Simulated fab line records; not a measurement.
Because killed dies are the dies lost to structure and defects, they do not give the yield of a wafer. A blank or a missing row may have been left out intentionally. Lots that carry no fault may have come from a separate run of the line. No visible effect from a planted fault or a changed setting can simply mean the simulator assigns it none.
A sampling plan put to the test / flow nand_harc / one fab line, 25 faults that these records tell of, each judged on the records of the lots that it struck; 1 more is left out, because the records don't allow judging it
The line's own looks make up the plan; these are the steps of the route where a gauge or inspection reads the wafer and leaves it unchanged. A look is open to judgement when struck wafers have a number at it and the file gives its usual mean and standard deviation on fault-free wafers. Caught: at a look after the fault's first step, the mean of the struck wafers lies 4 or more of those standard deviations (sigma) from the usual mean. On the tool: the fault's steps, tested the same way using the tool's own readings. Also counted as caught: the struck wafers showing another recipe, or a record that is empty for them alone.

## THE FAULTS, as the simulator had put them in
1. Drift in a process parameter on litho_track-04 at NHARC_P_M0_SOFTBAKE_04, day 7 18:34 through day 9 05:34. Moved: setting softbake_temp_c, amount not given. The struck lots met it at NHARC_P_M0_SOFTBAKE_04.
2. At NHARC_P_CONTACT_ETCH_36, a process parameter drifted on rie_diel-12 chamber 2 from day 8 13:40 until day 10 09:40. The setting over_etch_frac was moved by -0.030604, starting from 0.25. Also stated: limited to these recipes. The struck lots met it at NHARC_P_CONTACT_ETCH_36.
3. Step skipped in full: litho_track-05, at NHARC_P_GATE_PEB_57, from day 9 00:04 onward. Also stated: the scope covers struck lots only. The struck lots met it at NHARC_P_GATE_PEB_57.
4. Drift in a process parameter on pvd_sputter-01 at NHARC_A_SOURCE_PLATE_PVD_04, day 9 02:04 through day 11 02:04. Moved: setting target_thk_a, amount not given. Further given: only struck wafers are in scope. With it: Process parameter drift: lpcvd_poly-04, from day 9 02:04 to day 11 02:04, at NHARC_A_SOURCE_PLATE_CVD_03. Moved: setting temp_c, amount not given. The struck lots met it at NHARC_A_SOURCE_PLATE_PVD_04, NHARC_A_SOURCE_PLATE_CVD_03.
5. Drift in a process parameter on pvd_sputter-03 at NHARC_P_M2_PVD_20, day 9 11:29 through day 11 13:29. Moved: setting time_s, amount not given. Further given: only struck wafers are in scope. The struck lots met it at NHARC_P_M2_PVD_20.
6. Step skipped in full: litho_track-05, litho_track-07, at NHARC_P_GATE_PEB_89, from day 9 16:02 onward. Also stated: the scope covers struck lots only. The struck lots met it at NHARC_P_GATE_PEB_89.
7. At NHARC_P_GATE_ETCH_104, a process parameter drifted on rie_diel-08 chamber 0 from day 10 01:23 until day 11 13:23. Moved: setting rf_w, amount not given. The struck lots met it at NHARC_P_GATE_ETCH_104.
8. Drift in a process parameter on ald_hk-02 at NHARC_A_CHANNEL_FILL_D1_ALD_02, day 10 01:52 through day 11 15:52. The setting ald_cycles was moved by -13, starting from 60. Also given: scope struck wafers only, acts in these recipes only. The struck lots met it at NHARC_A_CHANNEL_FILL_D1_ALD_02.
9. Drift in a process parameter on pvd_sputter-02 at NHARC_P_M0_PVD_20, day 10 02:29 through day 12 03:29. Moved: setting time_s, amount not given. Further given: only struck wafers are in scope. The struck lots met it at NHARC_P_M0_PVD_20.
10. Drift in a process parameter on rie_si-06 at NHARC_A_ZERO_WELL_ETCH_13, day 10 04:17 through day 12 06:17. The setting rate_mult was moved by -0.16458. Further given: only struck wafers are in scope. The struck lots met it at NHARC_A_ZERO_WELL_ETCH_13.
11. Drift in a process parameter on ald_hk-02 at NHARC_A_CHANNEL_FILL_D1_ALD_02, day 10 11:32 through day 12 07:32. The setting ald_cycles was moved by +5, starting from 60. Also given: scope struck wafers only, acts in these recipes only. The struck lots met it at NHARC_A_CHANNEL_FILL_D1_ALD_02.
12. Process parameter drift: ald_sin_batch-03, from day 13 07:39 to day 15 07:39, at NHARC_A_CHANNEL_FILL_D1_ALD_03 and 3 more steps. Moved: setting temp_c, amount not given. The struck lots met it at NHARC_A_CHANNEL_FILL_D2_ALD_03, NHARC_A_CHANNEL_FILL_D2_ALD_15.
13. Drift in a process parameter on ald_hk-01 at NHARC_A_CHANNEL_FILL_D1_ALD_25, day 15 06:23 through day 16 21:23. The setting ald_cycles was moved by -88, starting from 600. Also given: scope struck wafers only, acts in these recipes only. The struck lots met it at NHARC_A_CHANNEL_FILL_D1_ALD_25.
14. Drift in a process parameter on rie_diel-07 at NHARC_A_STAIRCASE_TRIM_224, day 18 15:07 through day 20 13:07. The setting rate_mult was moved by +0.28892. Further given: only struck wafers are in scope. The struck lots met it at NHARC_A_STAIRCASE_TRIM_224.
15. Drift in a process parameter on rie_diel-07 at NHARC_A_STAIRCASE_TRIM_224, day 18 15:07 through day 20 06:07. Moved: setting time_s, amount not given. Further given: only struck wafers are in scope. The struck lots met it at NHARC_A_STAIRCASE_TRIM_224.
16. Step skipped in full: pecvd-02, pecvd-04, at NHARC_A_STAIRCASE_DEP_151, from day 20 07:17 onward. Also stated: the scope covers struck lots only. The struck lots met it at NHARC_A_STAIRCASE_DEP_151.
17. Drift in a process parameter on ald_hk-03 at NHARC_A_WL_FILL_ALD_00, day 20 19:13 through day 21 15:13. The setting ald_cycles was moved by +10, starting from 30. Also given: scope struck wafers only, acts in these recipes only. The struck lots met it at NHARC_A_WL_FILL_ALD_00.
18. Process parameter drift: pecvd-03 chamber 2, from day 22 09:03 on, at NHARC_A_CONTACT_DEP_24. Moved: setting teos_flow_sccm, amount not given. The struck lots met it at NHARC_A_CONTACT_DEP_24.
19. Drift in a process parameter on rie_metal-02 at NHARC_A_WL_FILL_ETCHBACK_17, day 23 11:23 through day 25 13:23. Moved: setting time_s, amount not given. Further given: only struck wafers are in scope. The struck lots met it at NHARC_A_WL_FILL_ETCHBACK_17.
20. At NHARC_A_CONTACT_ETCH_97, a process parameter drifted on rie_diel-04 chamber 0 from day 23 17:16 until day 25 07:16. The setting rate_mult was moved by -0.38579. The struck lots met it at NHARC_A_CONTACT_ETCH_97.
21. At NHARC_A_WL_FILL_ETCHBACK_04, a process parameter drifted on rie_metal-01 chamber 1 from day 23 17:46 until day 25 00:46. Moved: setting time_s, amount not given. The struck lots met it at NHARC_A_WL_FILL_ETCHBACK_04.
22. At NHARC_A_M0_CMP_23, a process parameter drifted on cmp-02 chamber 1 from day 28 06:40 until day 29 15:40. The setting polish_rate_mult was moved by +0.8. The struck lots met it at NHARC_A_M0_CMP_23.
23. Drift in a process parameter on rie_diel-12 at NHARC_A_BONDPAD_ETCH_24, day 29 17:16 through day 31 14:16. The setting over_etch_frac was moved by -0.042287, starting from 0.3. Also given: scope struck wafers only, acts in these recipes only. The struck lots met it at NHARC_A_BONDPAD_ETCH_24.
24. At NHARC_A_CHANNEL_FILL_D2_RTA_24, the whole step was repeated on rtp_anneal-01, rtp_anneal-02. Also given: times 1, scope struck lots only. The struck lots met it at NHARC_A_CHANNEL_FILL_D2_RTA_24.
25. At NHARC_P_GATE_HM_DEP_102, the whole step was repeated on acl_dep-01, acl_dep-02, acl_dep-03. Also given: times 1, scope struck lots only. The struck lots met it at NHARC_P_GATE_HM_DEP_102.

## WHAT THE PLAN SAW
fault=1; on the tool itself=heater_power_total_W -52 sigma; first look that catches it=no look after it can be judged; reading, sigma=-; median hours from its first step to that look=-; hours from the fault's start to the first struck lot there=-; judged looks passed uncaught=0
fault=2; on the tool itself=under 2 sigma; first look that catches it=no look after it can be judged; reading, sigma=-; median hours from its first step to that look=-; hours from the fault's start to the first struck lot there=-; judged looks passed uncaught=0
fault=3; on the tool itself=the tool's record is blank for the struck wafers; first look that catches it=no look after it can be judged; reading, sigma=-; median hours from its first step to that look=-; hours from the fault's start to the first struck lot there=-; judged looks passed uncaught=0
fault=4; on the tool itself=tube_center_temp_C +99 or beyond sigma; first look that catches it=NHARC_A_SOURCE_PLATE_THK_MEAS_06; reading, sigma=thk_nm +56; median hours from its first step to that look=13.5; hours from the fault's start to the first struck lot there=22; judged looks passed uncaught=0
fault=5; on the tool itself=under 2 sigma; first look that catches it=not the one look that can be judged after it; reading, sigma=-; median hours from its first step to that look=-; hours from the fault's start to the first struck lot there=-; judged looks passed uncaught=1
fault=6; on the tool itself=the tool's record is blank for the struck wafers; first look that catches it=no look after it can be judged; reading, sigma=-; median hours from its first step to that look=-; hours from the fault's start to the first struck lot there=-; judged looks passed uncaught=0
fault=7; on the tool itself=rf_fwd_power_W -87 sigma; first look that catches it=no look after it can be judged; reading, sigma=-; median hours from its first step to that look=-; hours from the fault's start to the first struck lot there=-; judged looks passed uncaught=0
fault=8; on the tool itself=under 2 sigma; first look that catches it=no look after it can be judged; reading, sigma=-; median hours from its first step to that look=-; hours from the fault's start to the first struck lot there=-; judged looks passed uncaught=0
fault=9; on the tool itself=only faintly: throttle_valve_pct +2.0 sigma; first look that catches it=not the one look that can be judged after it; reading, sigma=-; median hours from its first step to that look=-; hours from the fault's start to the first struck lot there=-; judged looks passed uncaught=1
fault=10; on the tool itself=oes_product_au -10 sigma; first look that catches it=no look after it can be judged; reading, sigma=-; median hours from its first step to that look=-; hours from the fault's start to the first struck lot there=-; judged looks passed uncaught=0
fault=11; on the tool itself=under 2 sigma; first look that catches it=no look after it can be judged; reading, sigma=-; median hours from its first step to that look=-; hours from the fault's start to the first struck lot there=-; judged looks passed uncaught=0
fault=12; on the tool itself=susceptor_temp_C -72 sigma; first look that catches it=no look after it can be judged; reading, sigma=-; median hours from its first step to that look=-; hours from the fault's start to the first struck lot there=-; judged looks passed uncaught=0
fault=13; on the tool itself=under 2 sigma; first look that catches it=not the one look that can be judged after it; reading, sigma=-; median hours from its first step to that look=-; hours from the fault's start to the first struck lot there=-; judged looks passed uncaught=1
fault=14; on the tool itself=oes_product_au +17 sigma; first look that catches it=NHARC_END_SORT_01; reading, sigma=killed_dies +22; median hours from its first step to that look=208.0; hours from the fault's start to the first struck lot there=219; judged looks passed uncaught=0
fault=15; on the tool itself=run_length_s -25 sigma; first look that catches it=no look after it can be judged; reading, sigma=-; median hours from its first step to that look=-; hours from the fault's start to the first struck lot there=-; judged looks passed uncaught=0
fault=16; on the tool itself=the tool's record is blank for the struck wafers; first look that catches it=no look after it can be judged; reading, sigma=-; median hours from its first step to that look=-; hours from the fault's start to the first struck lot there=-; judged looks passed uncaught=0
fault=17; on the tool itself=under 2 sigma; first look that catches it=no look after it can be judged; reading, sigma=-; median hours from its first step to that look=-; hours from the fault's start to the first struck lot there=-; judged looks passed uncaught=0
fault=18; on the tool itself=mfc_precursor_sccm +51 sigma; first look that catches it=no look after it can be judged; reading, sigma=-; median hours from its first step to that look=-; hours from the fault's start to the first struck lot there=-; judged looks passed uncaught=0
fault=19; on the tool itself=run_length_s -6.6 sigma; first look that catches it=no look after it can be judged; reading, sigma=-; median hours from its first step to that look=-; hours from the fault's start to the first struck lot there=-; judged looks passed uncaught=0
fault=20; on the tool itself=oes_product_au -9.2 sigma; first look that catches it=NHARC_END_SORT_01; reading, sigma=killed_at_array +41; median hours from its first step to that look=54.4; hours from the fault's start to the first struck lot there=56; judged looks passed uncaught=1
fault=21; on the tool itself=run_length_s +47 sigma; first look that catches it=not the one look that can be judged after it; reading, sigma=-; median hours from its first step to that look=-; hours from the fault's start to the first struck lot there=-; judged looks passed uncaught=1
fault=22; on the tool itself=only faintly: time_to_endpoint_s -3.8 sigma; first look that catches it=not the one look that can be judged after it; reading, sigma=-; median hours from its first step to that look=-; hours from the fault's start to the first struck lot there=-; judged looks passed uncaught=1
fault=23; on the tool itself=under 2 sigma; first look that catches it=not the one look that can be judged after it; reading, sigma=-; median hours from its first step to that look=-; hours from the fault's start to the first struck lot there=-; judged looks passed uncaught=1
fault=24; on the tool itself=under 2 sigma; first look that catches it=not the one look that can be judged after it; reading, sigma=-; median hours from its first step to that look=-; hours from the fault's start to the first struck lot there=-; judged looks passed uncaught=1
fault=25; on the tool itself=under 2 sigma; first look that catches it=not the one look that can be judged after it; reading, sigma=-; median hours from its first step to that look=-; hours from the fault's start to the first struck lot there=-; judged looks passed uncaught=1
A dash: the fault is not caught, or the number is missing from these records.

Caught at a look: 3 of 25. Caught on the tool: 14 of 25. By one or the other: 14 of 25.
Caught on the tool alone: faults 1, 3, 6, 7, 10, 12, 15, 16, 18, 19, 21.
Caught by neither: faults 2, 5, 8, 9, 11, 13, 17, 22, 23, 24, 25.

## THINNER SAMPLING
If the look that catches a fault measured only every second or every third lot, by lot number, the first struck lot would be measured this late in the worst case:
fault=4; struck lots at that look, in order of time=L739; every lot=22 h; every second lot=may miss it; every third lot=may miss it
fault=14; struck lots at that look, in order of time=L403, L405, L404; every lot=219 h; every second lot=234 h; every third lot=234 h
fault=20; struck lots at that look, in order of time=L632, L633; every lot=56 h; every second lot=74 h; every third lot=may miss all 2
The hour figures run from when the fault began to the first measured lot among those it struck. Since the struck wafers were tested as one group against 4 sigma, a single lot by itself may lie under the limit. Other struck lots may not be in these records.

## THE LONGEST TIMED WAY FROM STEP TO LOOK
In fault 14, a median of 208.0 hours elapses between NHARC_A_STAIRCASE_TRIM_224 and NHARC_END_SORT_01. No look between them can be judged.
